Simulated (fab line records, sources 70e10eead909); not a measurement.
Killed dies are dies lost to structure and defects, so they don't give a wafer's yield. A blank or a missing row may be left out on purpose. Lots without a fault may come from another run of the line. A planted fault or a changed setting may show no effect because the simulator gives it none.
Chamber matching | flow nand_harc | NHARC_P_STI_CMP_21 on cmp-04: 4 sister chambers
The step polishes, t overpolish 20 s, target thk 380.67 nm. 8 wafers are shown with their chamber, then 7 later ones without.

WAFERS WITH THEIR CHAMBER
wafer  | chamber | motor_current_A (A) | overpolish_run_s (s)
L376.1 | 1       | 11.7                | 19.986
L380.5 | 3       | 13.1                | 20.002
L380.6 | 2       | 11.4                | 20.002
L384.2 | 2       | 11.3                | 20.000
L384.3 | 1       | 11.7                | 20.003
L384.5 | 0       | 11.0                | 20.020
L392.1 | 3       | 13.6                | 19.992
L392.4 | 0       | 11.2                | 20.008

WAFERS WITHOUT THEIR CHAMBER
wafer  | motor_current_A (A) | overpolish_run_s (s)
L392.6 | 11.1                | 20.001
L393.1 | 13.3                | 20.001
L393.2 | 10.5                | 19.997
L393.5 | 11.6                | 19.995
L395.1 | 11.8                | 19.987
L395.4 | 10.6                | 20.004
L395.6 | 10.8                | 19.999

WHICH CHAMBER EACH WENT THROUGH
wafer  | from the rows above          | in truth
L392.6 | can't be placed: 2 or 0 or 1 | 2
L393.1 | 3                            | 3
L393.2 | can't be placed: 0 or 2      | 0
L393.5 | can't be placed: 1 or 2      | 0
L395.1 | can't be placed: 1 or 2      | 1
L395.4 | can't be placed: 0 or 2      | 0
L395.6 | can't be placed: 0 or 2      | 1
Placed correctly: 1 of 7. Can't be placed from these rows: 6 (the true chamber is among the candidates in 4). Placed wrongly: 0.
How it was worked out, from the rows above alone: a wafer's distance from a chamber is the root of the sum, over the readings, of the square of ((its reading less the chamber's mean) divided by the reading's scatter). The wafer belongs to the nearest chamber; if the next one is less than 2 further off, it can't be placed. A chamber's mean is the mean of its shown wafers. The scatter: the root of (the sum of the squares of (reading less its chamber's mean) over the shown wafers, divided by (wafers less chambers)).
